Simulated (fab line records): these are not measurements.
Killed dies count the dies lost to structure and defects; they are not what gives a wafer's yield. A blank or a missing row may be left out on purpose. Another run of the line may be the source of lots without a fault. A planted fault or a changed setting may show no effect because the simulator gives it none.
fab line records	flow n5Finfet
record lots=4	wafers=12	lastDay=18
route steps=1938 shown SD_EPI_P@309 SD_ACTIVATION@330 ILD0@335 SDB@347 MOL_CONTACT_COAG@538 BEOL_M4@1111 PASSIVATION@1936
lots that met no fault: from a run of the same line without faults
startH: start of the lot's first displayed wafer, in hours after the record's first day	waitH: hours since the lot's step before	" same as the row above	L1.1+2: a row that stands for several wafers	- no value present, or no start provided	* or withheld: withheld	< > ~ a bound
route shown NAME@n: names a module that has steps shown in the file, with the first one's number in the route	usual: the fault-free wafers' mean and standard deviation	same: alike in all rows	chamber/n: place in a boat	sites: readings site by site	_std_site: standard deviation across them	_edge_site: inner sites' mean taken away from outer sites' mean	radiusMm: how far each site lies from the wafer's centre	mask NAME#n: copy n	behind: the tool/chamber that last shaped the wafer	hold: what put the lot on hold/how long, in hours/how the hold closed	device: the n, p or np transistor that did not switch	end of line: at the end of the route, the tests of the same wafers	for a step that has no rows: nothing shown but its recipe	killed: dies that structure and defects cost at the first sort, which is not the same as the wafer's yield	map: per-die view of a wafer (x killed, . not killed, _ where there is no die)
set.NAME: the setting that was run; set.NAME@STEP: the one run at that earlier step	model.NAME: the simulator's own value behind a step, which no gauge read
lots seen at some steps along the route; tables by step, rows by wafer
services: from which hour (startH, from the record's first day; less than 0 if before it) a tool's chamber was out of use, for how many hours, and why
## steps
# step N5_SD_EPI_P_STRIP_38
# recipe chemistry=N2/H2	tempC=40	n2FlowSccm=200	h2FlowSccm=200	rfFrequencyHz=6e+07
# step N5_SD_EPI_P_ETCHBACK_46
# recipe chemistry=CH3F/O2	mode=anisotropicEtchback	target=SiNx	targetDepthA=175	stopOn=SiO2	overEtchFrac=0.3	ionEnergyEv=120	pressureMtorr=30	sourceW=395	biasW=73	Ar_flow_sccm=150	CH3F_flow_sccm=30	O2_flow_sccm=20
# step N5_SD_EPI_P_ETCH_47
# recipe chemistry=CH3F/O2	target=SiOCN	targetDepthA=250	maskMaterial=SOC	ionEnergyEv=60	biasW=29	pressureMtorr=30	sourceW=410	Ar_flow_sccm=150	CH3F_flow_sccm=30	O2_flow_sccm=20
# step N5_SD_EPI_P_ETCH_16
# recipe chemistry=CHF3/O2	target=SiO2	targetDepthA=50	maskMaterial=SOC	pressureMtorr=30	sourceW=650	biasW=170	Ar_flow_sccm=200	CHF3_flow_sccm=50	O2_flow_sccm=5	ionEnergyEv=200
# step N5_SD_EPI_P_STRIP_50
# recipe chemistry=CHF3/O2	resist=SiARC	rfFrequencyHz=6e+07
# step N5_SD_EPI_P_SD_RECESS_17
# recipe chemistry=HBr/Cl2/O2	targetDepthA=391	btTimeS=3	pressureMtorr=10	icpW=800	biasW=112	HBr_flow_sccm=150	Cl2_flow_sccm=80	O2_flow_sccm=12
# step N5_SD_EPI_P_WET_ETCH_45
# recipe chemistry=dHF	dilution=withheld	timeS=10.7	target=SiO2	targetDepthA=20	tempC=25	dry=ipaMarangoni	rinseTimeS=30	rinseTempC=23
# step N5_SD_EPI_P_STRIP_40
# recipe chemistry=N2/H2	powerW=1000	tempC=250	h2Frac=0.65	overashFraction=0.3	pressureMtorr=withheld	n2FlowSccm=1750	h2FlowSccm=3250
# step N5_SD_EPI_P_PRECLEAN_52
# recipe chemistry=O3/DIW	timeS=60	tempC=22	o3Ppm=10
# step N5_SD_EPI_P_SRD_20
# recipe dry=ipaMarangoni	doPpb=5	timeS=30	tempC=23	rinseLiquid=diw
# step N5_SD_EPI_P_PRECLEAN_51
# recipe chemistry=NF3:NH3	afsCycles=1	tempC=30	timeS=20	sublimationTempC=180	sublimationTimeS=60	pressureTorr=3	rfPowerW=30
# step N5_SD_EPI_P_VAPOR_ETCH_44
# recipe chemistry=NF3/Ar	target=SiGe30	tempC=25	timeS=3.3	mode=isotropic
# step N5_SD_EPI_P_EPI_21
# recipe material=SiGe:B	dopant=B	tempC=550	pressureTorr=20	ambient=H2	timeS=355
# usual chamberPressureTorr=20.00/0.041	susceptor_temp_C_max=551.7/0.59
# same timeS=355
lot.wafer	tool	chamber	startH	waitH	chamberPressureTorr	susceptor_temp_C_max	model.SiGe-B_of_SD_EPI_P_EPI_21.thkNm
L901.1	epiRpcvd-01	0	120.59	0.2	20.05	551.0	62.2
L901.3	"	0	"	"	20.07	551.7	60.8
L901.6	"	0	122.99	2.4	19.98	551.1	61.4
L906.1	epiRpcvd-01	0	144.73	0.2	8.81	551.2	44.6
L906.4	"	0	146.17	1.5	8.84	551.3	44
L906.6	"	0	"	"	8.78	551.1	44.4
L907.1	epiRpcvd-01	0	152.61	0.2	8.77	552.0	44.6
L907.3	"	0	"	"	8.81	552.1	44.2
L907.4	"	0	"	"	8.84	550.9	44.6
L913.1	epiRpcvd-02	0	188.36	0.1	20.00	551.8	60
L913.5	"	0	189.80	1.5	20.01	551.8	60.2
L913.6	"	0	"	"	19.93	552.4	61
# step N5_SD_EPI_P_EPI_MEAS_23
# recipe mode=xrd
# usual thkNm=61.0/1.2
lot.wafer	tool	chamber	startH	waitH	thkNm
L901.1	filmMetro-01	-	123.52	2.5	64.1
L901.3	"	-	"	"	61.4
L901.6	"	-	"	"	60.4
L906.1	filmMetro-01	-	147.67	2.5	44.8
L906.4	"	-	"	"	43.2
L906.6	"	-	"	"	43.6
L907.1	filmMetro-01	-	155.52	2.4	43.9
L907.3	"	-	"	"	43.8
L907.4	"	-	"	"	45.9
L913.1	filmMetro-02	-	190.55	1.8	59.1
L913.5	"	-	"	"	60.8
L913.6	"	-	"	"	60.4
# step N5_SD_EPI_P_HM_STRIP_48
# recipe chemistry=H3PO4	tempC=160	material=SiNx	target=SiNx	targetDepthA=30	overetchFraction=0.3
# step N5_SD_EPI_P_SRD_49
# recipe dry=ipaMarangoni	timeS=30	tempC=23	rinseLiquid=diw
# step N5_SD_EPI_P_PRECLEAN_24
# recipe chemistry=O3/DIW	timeS=45	tempC=22	o3Ppm=10
# step N5_SD_EPI_P_PRECLEAN_32
# recipe chemistry=dHF	timeS=10	dilution=500:1	tempC=25
# step N5_SD_EPI_P_PRECLEAN_33
# recipe chemistry=SC2	timeS=45	tempC=35	mix=1:1:50
# step N5_SD_EPI_P_SRD_25
# recipe timeS=30	tempC=23	rinseLiquid=diw	dry=ipaMarangoni
# step N5_SD_ACTIVATION_RTA_00
# recipe tempC=975	timeS=0	ambient=N2	idleTempC=600	rampUpCPerS=150	rampDownCPerS=60	coolToC=600
# step N5_SD_ACTIVATION_LSA_01
# recipe tempC=1080	timeS=0.0008	ambient=N2
# step N5_SD_ACTIVATION_RS_MEAS_03
# recipe thkMeasGauge=four-point-probe
# usual RS_SD_N=21.89/0.28	RS_SD_P=56.2/0.9
lot.wafer	tool	chamber	startH	waitH	RS_SD_N[ohm/sq]	RS_SD_P[ohm/sq]
L901.1	filmMetro-02	-	124.20	0.2	21.95	55.3
L901.3	"	-	"	"	21.82	56.7
L901.6	"	-	"	"	21.53	56.6
L906.1	filmMetro-02	-	148.39	0.2	21.89	97.7
L906.4	"	-	"	"	21.75	100.0
L906.6	"	-	"	"	21.81	98.5
L907.1	filmMetro-02	-	156.48	0.2	21.91	96.3
L907.3	"	-	"	"	21.92	97.2
L907.4	"	-	"	"	22.05	96.3
L913.1	filmMetro-01	-	191.16	0.2	22.17	57.0
L913.5	"	-	"	"	22.14	56.5
L913.6	"	-	"	"	21.76	56.2
# step N5_ILD0_LINER_00
# recipe material=SiNx	targetThkA=40	tempC=400	aldPrecursorFamily=SiH2I2	aldCoReactant=N2/H2-plasma	pulseTimeS=1	purgeTimeS=2	coReactantPurgeTimeS=2	aldCycles=80	pressureTorr=2
# step N5_ILD0_FCVD_FILL_01
# recipe material=SiO2_flowable	targetThkA=2000	tempC=100	pressureTorr=0.8	rfW=2000	timeS=328.3
# step N5_ILD0_CURE_02
# recipe tempC=450	timeS=1800	ambient=steam	idleTempC=400	rampUpCPerMin=5	rampDownCPerMin=3	densificationPH2oTorr=640
# step N5_ILD0_CMP_03
# recipe stopOn=SiNx	tOverpolishS=1.9	postCmpClean=alkalineBrush	downForcePsi=4.1491	platenRpm=51.796	padVelocityMS=1.0306	targetThkNm=197.38
# step N5_ILD0_CMP_07
# recipe stopOn=poly-Si	material=SiO2_flowable	tOverpolishS=1.18	postCmpClean=alkalineBrush	downForcePsi=4.1491	platenRpm=51.796	padVelocityMS=1.0306	targetThkNm=138.88
# step N5_ILD0_PRECLEAN_10
# recipe chemistry=NF3:NH3	afsCycles=5	timeS=20	tempC=30	sublimationTempC=180	sublimationTimeS=60	pressureTorr=3	rfPowerW=30
# step N5_ILD0_ALD_15
# recipe material=SiNx	targetThkA=240	tempC=400	aldPrecursorFamily=SiH2I2	aldCoReactant=N2/H2-plasma	pulseTimeS=1	aldCycles=480	purgeTimeS=2	coReactantPurgeTimeS=2	pressureTorr=2
# step N5_ILD0_CMP_12
# recipe stopOn=poly-Si	material=SiNx	tOverpolishS=6	postCmpClean=alkalineBrush	downForcePsi=2.5	platenRpm=51.8	padVelocityMS=1.0307	targetThkNm=17.67
# step N5_SDB_HM_DEP_00
# recipe material=SiNx	targetThkA=400	tempC=400	precursor=SiH4/NH3/N2	pressureTorr=1.5	rfW=300	timeS=35.3
# step N5_SDB_COAT_03
# recipe resist=SOC	tempC=250	timeS=60	spinRpm=1500	resistThkNm=100
# step N5_SDB_COAT_04
# recipe resist=SiARC	tempC=220	timeS=60	spinRpm=1500	resistThkNm=18
# step N5_SDB_COAT_05
# recipe resist=CAR-ArF	spinRpm=1500	resistThkNm=90
# step N5_MOL_CONTACT_COAG_ETCH_110
# recipe chemistry=CF4/O2	target=Si	targetDepthA=25	timeS=8	pressureMtorr=100	sourceW=200	biasW=12	ionEnergyEv=60	Ar_flow_sccm=100	cf4FlowSccm=100	O2_flow_sccm=10
# usual drypumpMotorCurrentA=5.6/0.36	oesProductAu=0.79/0.1	rfVppV=127/3.8	showerheadPlenumPTorr=2.26/0.08	throttleValvePct=10.8/0.34
# same timeS=8
lot.wafer	tool	chamber	startH	waitH	drypumpMotorCurrentA	oesProductAu	rfHoursCounterH	rfVppV	showerheadPlenumPTorr	throttleValvePct	model.SiGe-B_of_SD_EPI_P_EPI_21.thkNm
L901.1	rieDiel-03	1	154.74	0.0	5.0	0.69	249	129	2.11	11.2	59.2
L901.3	"	0	"	"	5.5	0.72	174	126	2.13	11.1	58
L901.6	"	0	"	"	5.5	0.72	-	127	2.13	11.1	58.6
L906.1	rieDiel-01	3	178.05	0.0	5.5	0.78	110	128	2.23	10.5	42.4
L906.4	"	3	"	"	5.6	0.77	-	129	2.23	10.5	42
L906.6	"	1	"	"	5.0	0.70	-	122	2.29	11.2	42.2
L907.1	rieDiel-01	3	186.12	0.0	5.6	0.77	113	128	2.23	10.5	42.4
L907.3	"	1	"	"	5.1	0.69	227	123	2.29	11.2	42.2
L907.4	"	2	"	"	5.9	1.00	1	127	2.37	10.6	42.4
L913.1	rieDiel-01	2	221.47	0.0	5.9	0.94	13	126	2.36	10.6	57.2
L913.5	"	3	"	"	5.6	0.75	-	129	2.23	10.6	57.4
L913.6	"	0	"	"	5.8	0.89	-	127	2.27	10.6	58.2
# step N5_BEOL_M4_RC_MEAS_101
# usual DIBL_N=37.5/2.5	DIBL_P=38/3.1	IOFF_N=0.19/0.059	IOFF_P=0.24/0.061	ION_N=679/16	ION_P=465/9.8	RC_DENSE_P=24.2/0.81	RC_P=19.7/0.64	REXT_P=101.0/2.9	RS_SD_P=66.1/0.96	SS_N=72.0/0.8	SS_P=73.7/0.86	VT_N=248/4.5	VT_P=-249/3.5	VT_P_LVT=-97/3.3
lot.wafer	tool	chamber	startH	waitH	DIBL_N[mV/V]	DIBL_P[mV/V]	IOFF_N[nA/um]	IOFF_P[nA/um]	ION_N[uA/um]	ION_P[uA/um]	RC_DENSE_P[ohm.um]	RC_P[ohm.um]	REXT_P[ohm.um]	RS_SD_P[ohm/sq]	SS_N[mV/dec]	SS_P[mV/dec]	VT_N[mV]	VT_P[mV]	VT_P_LVT[mV]
L901.1	prober-01	0	251.41	0.0	34.7	36	0.16	0.24	683	473	25.9	21.0	102.3	64.6	71.0	73.0	247	-246	-96
L901.3	"	0	"	"	38.7	41	0.25	0.35	710	487	24.6	20.0	100.0	66.3	72.4	74.7	241	-242	-91
L901.6	"	0	"	"	34.1	35	0.15	0.22	683	476	24.7	20.2	101.9	65.8	71.6	73.2	248	-249	-97
L906.1	prober-01	0	258.07	0.0	35.2	37	0.15	0.14	654	411	29.4	24.0	141.2	112.9	71.0	71.7	251	-261	-112
L906.4	"	0	"	"	35.1	36	0.16	0.12	672	415	28.6	23.4	140.6	113.6	71.7	73.5	248	-264	-115
L906.6	"	0	"	"	37.7	39	0.23	0.16	679	417	28.2	22.9	138.7	113.2	72.7	73.8	244	-261	-110
L907.1	prober-02	0	262.67	0.0	39.4	41	0.22	0.16	705	435	27.8	22.7	138.0	111.3	72.4	73.4	247	-261	-109
L907.3	"	0	"	"	37.8	39	0.20	0.14	682	422	27.4	22.5	140.4	111.9	72.4	73.7	248	-264	-110
L907.4	"	0	"	"	40.2	42	0.24	0.18	704	435	27.0	22.0	136.6	110.4	71.6	74.6	245	-259	-107
L913.1	prober-02	0	311.96	0.0	37.4	39	0.18	0.22	683	461	23.3	19.0	98.9	66.4	72.1	73.8	248	-250	-98
L913.5	"	0	"	"	33.9	35	0.13	0.18	666	458	25.2	20.5	99.2	66.4	71.2	73.1	251	-252	-101
L913.6	"	0	"	"	38.7	41	0.22	0.27	686	469	25.7	20.8	99.8	65.9	72.9	74.3	249	-248	-97
# step N5_PASSIVATION_PROBE_49
# usual defectLimitedYield=91.0/1.4	killed_at_M0_to_M3=35/10	killed_at_M4_up=14/5.5	killedAtContacts=13/5.6	killedAtFrontEnd=41/11	killedAtOther=4/3.4	killedDies=106/16	killedOpen=68/12	killedShort=35/7.3	sort_bin_4_leakage=0.3/2.1	sort_bin_5_function=5.3/0.89	sort_bin_6_memory=3.4/0.67	sort_bin_8_speed=0.01/0.11	sortNPass=1070/28	sortYieldPct=90.7/2.4
# same grossDies=1180	killedAtBackSide=0
lot.wafer	tool	chamber	startH	waitH	defectLimitedYield[%]	killed_at_M0_to_M3	killed_at_M4_up	killedAtContacts	killedAtFrontEnd	killedAtOther	killedDies	killedOpen	killedShort	sort_bin_4_leakage[%]	sort_bin_5_function[%]	sort_bin_6_memory[%]	sort_bin_8_speed[%]	sortNPass	sortYieldPct[%]
L906.1	prober-01	-	374.50	0.0	90.7	34	10	22	36	8	110	64	43	0	4.9	3.9	90.17	6	0.5
L906.4	prober-01	-	374.65	0.2	92.3	20	12	14	42	3	91	57	32	0	4.5	3.0	91.36	11	0.9
L906.6	prober-01	-	374.75	0.3	90.3	44	16	21	30	4	115	79	32	0	5.7	3.9	79.15	131	11.1
L907.1	prober-02	-	380.56	0.0	89.4	43	11	31	39	1	125	85	36	0	6.2	3.9	12.80	904	76.6
L907.3	prober-02	-	380.66	0.1	88.0	49	5	29	54	5	142	93	42	0	6.2	5.3	58.98	342	29.0
L907.4	prober-02	-	380.71	0.2	91.2	35	10	18	30	11	104	64	35	0.2	4.9	3.6	2.80	1041	88.2
# killed by level:class
L906.1 MOL_CONTACT_COAG:geometricParticle:open=17 STI_FIN_REVEAL:geometricParticle:open=8 BEOL_M3:geometricParticle:open=8 BEOL_M0_SAQP:geometricParticle:open=8 BEOL_M0_SAQP:geometricParticle:short=8 GATE_CUT:geometricParticle:short=6 STARTING-WAFER:geometricParticle:short=6 MOL_CONTACT_COAG:geometricParticle:short=5
L906.4 FIN_SAQP:geometricParticle:short=10 FIN_SAQP:geometricParticle:open=9 STI_FIN_REVEAL:geometricParticle:open=8 MOL_CONTACT_COAG:geometricParticle:open=7 MOL_CONTACT_COAG:geometricParticle:short=6 BEOL_M3:geometricParticle:open=6 BEOL_M0_SAQP:geometricParticle:short=5 BEOL_M4:geometricParticle:open=4
L906.6 MOL_CONTACT_COAG:geometricParticle:open=17 BEOL_M1:geometricParticle:open=10 BEOL_M0_SAQP:geometricParticle:open=9 BEOL_M0_SAQP:geometricParticle:short=9 FIN_SAQP:geometricParticle:open=7 BEOL_M4:geometricParticle:open=7 FIN_SAQP:geometricParticle:short=6 BEOL_M2:geometricParticle:open=5
L907.1 MOL_CONTACT_COAG:geometricParticle:open=21 BEOL_M0_SAQP:geometricParticle:open=13 STI_FIN_REVEAL:geometricParticle:open=11 BEOL_M2:geometricParticle:open=11 MOL_CONTACT_COAG:geometricParticle:short=9 BEOL_M0_SAQP:geometricParticle:short=6 FIN_SAQP:geometricParticle:open=6 FIN_SAQP:geometricParticle:short=6
L907.3 MOL_CONTACT_COAG:geometricParticle:open=26 BEOL_M0_SAQP:geometricParticle:open=20 BEOL_M0_SAQP:geometricParticle:short=12 FIN_SAQP:geometricParticle:short=11 STI_FIN_REVEAL:geometricParticle:open=11 BEOL_M2:geometricParticle:open=9 FIN_SAQP:geometricParticle:open=7 GATE_CUT:geometricParticle:open=6
L907.4 MOL_CONTACT_COAG:geometricParticle:open=17 BEOL_M0_SAQP:geometricParticle:open=13 BEOL_M0_SAQP:geometricParticle:short=10 BEOL_M2:geometricParticle:open=7 FIN_SAQP:geometricParticle:short=5 STARTING-WAFER:geometricParticle:short=5 MIM_TOP_ETCH:geometricParticle:open=5 STI_FIN_REVEAL:geometricParticle:open=4
# map L906.6 (x killed, . not)
_________________x.......x...________________
______________.................._____________
___________........................__________
__________.xx......................._________
________............xx..x............._______
_______........x...............x.......______
______........x...x.....x..............._____
_____....................................____
____...x..x.....x..xx...........x.........___
___.....x..x......x..........x.............__
___............x.....x.x..xx.....x.........__
__.............xx..........x.........x......_
__......x..xx..............x................_
_x..............x.......x...........x.x......
_...x.......x................................
_.x....................x..x.............xx...
_........................x...x...........x.x.
_x............................x....x......x..
_.....x................x.................x...
_.............x..........x.x.............x...
_......x......x.x.............x..............
__..............x..x..x..x.......xx........._
__..x.....x...........x.......x............._
___........x.......x...x...................__
___..x.....x.......x.x.....x...x...........__
____...........xx......xx.......x.........___
_____..............x......x...x...x......____
______......x.....x.........x.x........._____
_______......................x...x.....______
________....x..............x.........._______
__________.....x.x...........x......_________
___________..x........x........x...__________
______________...xx.x..........x_____________
_________________...x.x......________________
# map L907.3 (x killed, . not)
_________________............________________
______________x................._____________
___________...x....................__________
__________...x...........x.........._________
________..x..x...xx.....x.........x.x._______
_______......................x....x....______
______.........x...x......x........xx..._____
_____..x.xx............x..x...x........x.____
____..........x...x.x..........x.x........___
___...........x...x.x...............x..x...__
___x..x......x.......x.....................__
__......x...............x.....x.....x....xx._
__.......x...........x..x.........x........x_
_..x............x.......x....................
_............x..x............x...x...........
_x.......x...x............x..x..............x
_...x.........x......x....x....x.........x...
_.........x......xx...............x..........
_..x..........x..x.x...............x....x....
_...............x..xx......................x.
_...x........x.....x.x........xx...x.x....x..
__.........x...........x.....x.....x....x.xx_
__.x...x.........xx..................xx....._
___.....x...................x.....x.x....xx__
___x........x....x......................x..__
____..........x..........x..x.x......xx...___
_____..x....................x...........x____
______.............x...........x.....xx._____
_______x.x......x........x.............______
________..x..........x......x..x.x...._______
__________.....x.........x.........x_________
___________.xx.....................__________
______________.................._____________
_________________............________________
## services
tool	chamber	startH	hours	kind
rieDiel-03	3	102.94	20.2	repair
rieDiel-03	2	110.03	1.3	repair
rieDiel-03	-	114.49	14.6	pm
rieDiel-01	3	120.80	2.2	repair
rieDiel-01	1	123.00	5.2	repair
rieDiel-01	0	141.30	-	clean
rieDiel-01	0	141.30	-	consumableReplace:focusRing
rieDiel-01	0	141.30	18.6	scheduledDown
rieDiel-01	0	141.30	18.6	ventCycle
rieDiel-03	1	157.81	-	clean
rieDiel-03	1	157.81	-	consumableReplace:focusRing
rieDiel-03	1	157.81	-	consumableReplace:showerhead
rieDiel-03	1	157.81	22.6	scheduledDown
rieDiel-03	1	157.81	22.6	ventCycle
rieDiel-01	2	159.92	-	clean
rieDiel-01	2	159.92	-	consumableReplace:focusRing
rieDiel-01	2	159.92	-	consumableReplace:showerhead
rieDiel-01	2	159.92	23.7	scheduledDown
rieDiel-01	2	159.92	23.7	ventCycle
rieDiel-03	0	167.94	1.8	repair
## key
firstSign step=N5_SD_EPI_P_EPI_21	reading=chamberPressureTorr	direction=down	sigmas=99+	usual=20.00	struck=8.81
effect step=N5_SD_EPI_P_EPI_MEAS_23	reading=thkNm	direction=down	sigmas=15	usual=*	struck=*
effect step=N5_SD_ACTIVATION_RS_MEAS_03	reading=RS_SD_P	direction=up	sigmas=46	usual=56.2	struck=97.7
effect step=N5_BEOL_M4_RC_MEAS_101	reading=RS_SD_P	direction=up	sigmas=48	usual=66.1	struck=112.2
effect step=N5_BEOL_M4_RC_MEAS_101	reading=REXT_P	direction=up	sigmas=13	usual=101.0	struck=139.2
effect step=N5_BEOL_M4_RC_MEAS_101	reading=RC_P	direction=up	sigmas=5	usual=19.7	struck=22.9
effect step=N5_BEOL_M4_RC_MEAS_101	reading=RC_DENSE_P	direction=up	sigmas=4.8	usual=24.2	struck=28.0
effect step=N5_BEOL_M4_RC_MEAS_101	reading=ION_P	direction=down	sigmas=4.3	usual=465	struck=422
effect step=N5_BEOL_M4_RC_MEAS_101	reading=VT_P_LVT	direction=down	sigmas=4.1	usual=-97	struck=-110
effect step=N5_BEOL_M4_RC_MEAS_101	reading=VT_P	direction=down	sigmas=3.7	usual=-249	struck=-262
effect step=N5_BEOL_M4_RC_MEAS_101	reading=IOFF_P	direction=down	sigmas=1.5	usual=0.24	struck=0.15
effect step=N5_PASSIVATION_PROBE_49	reading=sort_bin_8_speed	direction=up	sigmas=99+	usual=0.01	struck=55.88
modelEffect step=N5_SD_EPI_P_EPI_21	value=SiGe-B_of_SD_EPI_P_EPI_21.thkNm	without=61.67	struck=44.4
modelEffect step=N5_MOL_CONTACT_COAG_ETCH_110	value=SiGe-B_of_SD_EPI_P_EPI_21.thkNm	without=58.77	struck=42.27
metAt N5_SD_EPI_P_EPI_21
struckWafers L906.1,L906.4,L906.6,L907.1,L907.3,L907.4
onsetBetween 120.59 144.73
fault kind=processParameterDrift	tool=epiRpcvd-01	chamber=-	onsetH=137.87	steps=N5_SD_EPI_P_EPI_21	channel=pressureTorr	offset=-11.187	shape=step	endH=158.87	actsIn=theseRecipesOnly	stated=20
